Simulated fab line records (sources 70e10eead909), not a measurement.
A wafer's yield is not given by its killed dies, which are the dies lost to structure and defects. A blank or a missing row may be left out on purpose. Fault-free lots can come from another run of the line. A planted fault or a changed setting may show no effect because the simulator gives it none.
Comparing a struck lot with a sound one	flow nandHarc	13 steps out of a route of 1302
Sound: wafers L793.2, L793.3, L793.6. Struck: wafer L807.6 (L807.1, L807.2, from the same lot, were not struck and are left out); the cause is given at the end.
Order at every step that has rows: each side's tool, ch and its chambers, its first start. Under that, the readings that differ: sound wafers	struck wafers	difference of the means	sigmas: that difference in standard deviations of wafers without a fault.
alike: a reading whose means differ by less than 2 such deviations, as well as words and numbers matching on both sides. not compared: withheld readings; readings where some wafer has no value; bounds like >300 that might hide an equal value; numbers whose values overlap and for which the record gives no deviation.
Wherever a step has rows on one side only, a row that says differs or no value, or a row with sigmas, the two part there. Numbers that don't overlap but have no deviation are shown without sigmas and don't part them. A reading that every wafer of one side lacks parts them only if that side has two wafers or more.

NHARC_A_SLIT_ETCH_26: etches the open film in C4F8/O2/Ar, time 90 s, target depth 400 nm.
  sound on harEtch-02 ch 0,1, day 23 13:41; struck on harEtch-02 ch 1, day 29 02:55
reading	sound	struck	difference	sigmas
biasV (V)	391 394 399	403	+8	+2
  alike: drypumpMotorCurrentA, showerheadPlenumPTorr, throttleValvePct
  not compared: rfHoursCounterH
then, 1 step without rows for these wafers: NHARC_A_SLIT_STRIP_28 (strips in O2/COS).
NHARC_A_SLIT_ETCH_29: etches the open film in CF4/O2, target depth 100 nm, overetch 10 nm, time 55 s.
  sound on rieDiel-09 ch 0,1,2, day 23 14:35; struck on rieDiel-06 ch 0, day 29 03:48
  alike: drypumpMotorCurrentA, oesProductAu, rfVppV, showerheadPlenumPTorr, throttleValvePct
  not compared: rfHoursCounterH
NHARC_A_SLIT_STRIP_18: strips in O2.
  sound: rieDiel-09 ch 0,1,3; struck: rieDiel-06 ch 1
reading	sound	struck	difference	sigmas
drypumpMotorCurrentA (A)	5.5 5.5 5.4	6.7	+1.2	+3
  alike: oesProductAu, rfVppV, showerheadPlenumPTorr, throttleValvePct
  not compared: rfHoursCounterH
then, 2 steps without rows for these wafers: NHARC_A_SLIT_PRECLEAN_19 (cleans in SC1); NHARC_A_SLIT_SRD_20.
NHARC_A_SLIT_CD_MEAS_21:
  struck on cdSem-01, day 29 04:19; sound on cdSem-01, day 23 15:06
  alike: cdNm
then, 3 steps without rows for these wafers: NHARC_A_SIN_REMOVE_WET_00 (chemistry H3PO4, time 15300 s); NHARC_A_SIN_REMOVE_PRECLEAN_01 (cleans in SC1); NHARC_A_SIN_REMOVE_SRD_02.
NHARC_A_SIN_REMOVE_INSPECT_04:
  struck on defectInspect-02, day 29 10:54; sound on defectInspect-02, day 23 21:43
  alike: rawDefectCount
NHARC_A_WL_FILL_ALD_00: deposits Al2O3, target thk 3 nm, pulse time 3 s, ald cycles 30.
  sound on aldHk-04 ch 1,3, day 23 21:47; struck on aldHk-01 ch 0, day 29 11:00
reading	sound	struck	difference	sigmas
aldCycles	30 30 30	20	-10	
  alike: heaterPowerW, precursorPulseHeightRel
NHARC_A_WL_FILL_RTA_01: time 5 s.
  sound on rtpAnneal-01 ch 0, day 23 22:08; struck on rtpAnneal-01 ch 0, day 29 11:14
  alike: annealTempCMax, lampPowerPct, lamp_zone_5_pct, wafer_temp_C_max

## WHERE THEY PART
At NHARC_A_SLIT_ETCH_26 first; at NHARC_A_SLIT_STRIP_18 last (within this record only). Later steps at which nothing parts them and some readings are alike: NHARC_A_SLIT_CD_MEAS_21, NHARC_A_SIN_REMOVE_INSPECT_04, NHARC_A_WL_FILL_ALD_00, NHARC_A_WL_FILL_RTA_01.

WHY: the cause the simulator had injected
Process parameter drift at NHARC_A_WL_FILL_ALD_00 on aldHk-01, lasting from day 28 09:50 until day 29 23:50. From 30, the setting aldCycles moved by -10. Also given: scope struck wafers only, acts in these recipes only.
